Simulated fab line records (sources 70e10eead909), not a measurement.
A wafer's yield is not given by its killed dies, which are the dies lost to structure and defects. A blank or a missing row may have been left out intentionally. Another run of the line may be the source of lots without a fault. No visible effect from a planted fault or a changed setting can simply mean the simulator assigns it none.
A single fault, viewed from 2 desks    flow nand-harc    each desk has only its own numbers; what lay behind them comes last

THE DEFECT DESK
Counts from the inspections along the route, per lot, as means over the sampled wafers that have a number. Any lot whose mean is over 4 standard deviations away from the usual mean is out of limits and marked OUT; that distance is given in the brackets.
Columns: A = raw-defect-count at NHARC_A_START_INSPECT_01, usual 3.5
lot   first seen here  A
L827  day 6 16:53      2.3
L830  day 7 22:55      2.0
L831  day 8 10:32      4.0
L832  day 8 17:57      5.0
L833  day 9 07:02      4.7
L842  day 12 18:35     3.0
L840  day 12 19:20     4.0
L841  day 12 21:07     3.7
L846  day 14 18:10     4.0
L848  day 15 18:38     4.3
L849  day 16 03:34     3.7
L850  day 16 06:37     4.0
Result from this desk: across the 12 lots, nothing is out of limits.

DESK OF THE TOOL OWNER: har-etch-01
The tool's own readings at NHARC_A_CHANNEL_HOLE_D1_ETCH_19 (etches the open film in C4F8/O2/Ar, time 34.5 s): means of the sampled wafers that have a number, for each lot that ran on this tool. Any lot whose mean is over 4 standard deviations away from the usual mean is out of limits and marked OUT; that distance is given in the brackets.
Columns: A = bias-v at NHARC_A_CHANNEL_HOLE_D1_ETCH_19, usual 1200 V; B = c4f8-flow-sccm at NHARC_A_CHANNEL_HOLE_D1_ETCH_19, usual 28.80 sccm; C = drypump-motor-current-A at NHARC_A_CHANNEL_HOLE_D1_ETCH_19, usual 5.29 A; D = showerhead-plenum-p-Torr at NHARC_A_CHANNEL_HOLE_D1_ETCH_19, usual 3.71 Torr; E = throttle-valve-pct at NHARC_A_CHANNEL_HOLE_D1_ETCH_19, usual 37.036 %
lot   first seen here  A     B                        C     D     E
L827  day 8 13:08      1210  28.83                    5.34  3.73  37.039
L830  day 9 19:03      1195  28.69                    5.40  3.77  37.040
L831  day 10 09:59     1204  28.80                    5.38  3.75  37.043
L832  day 10 14:08     1206  28.75                    5.37  3.74  37.037
L833  day 11 03:46     1205  28.78                    5.37  3.74  37.030
L841  day 14 11:01     1199  24.01 (-56) OUT          5.38  3.69  36.719 (-35) OUT
L840  day 14 15:08     1209  19.18 (-99 or more) OUT  5.37  3.65  36.391 (-71) OUT
L849  day 17 23:25     1207  28.96                    5.33  3.64  37.033
This desk's finding: out of limits on L840, L841; first on L841, day 14 11:01 (c4f8-flow-sccm at NHARC_A_CHANNEL_HOLE_D1_ETCH_19). L827, L830, L831, L832, L833, L849: within limits.

ALL TOGETHER
At day 14 11:01, on L840, L841, the tool owner's desk was in a position to raise an alarm.
No out-of-limits result turned up at the defect desk.
The defect desk has L840, L841 on record, within its limits.
NHARC_A_CHANNEL_HOLE_D1_ETCH_19 was run on har-etch-01 by each of the lots named.

WHAT HAD BEEN PUT IN BY THE SIMULATOR
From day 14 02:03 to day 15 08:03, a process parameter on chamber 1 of har-etch-01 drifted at NHARC_A_CHANNEL_HOLE_D1_ETCH_19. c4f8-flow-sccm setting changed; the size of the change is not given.
Lots struck among those shown: L840, L841.
Delay in hours, fault start to first out-of-limits reading, by desk: the tool owner's desk at 9.
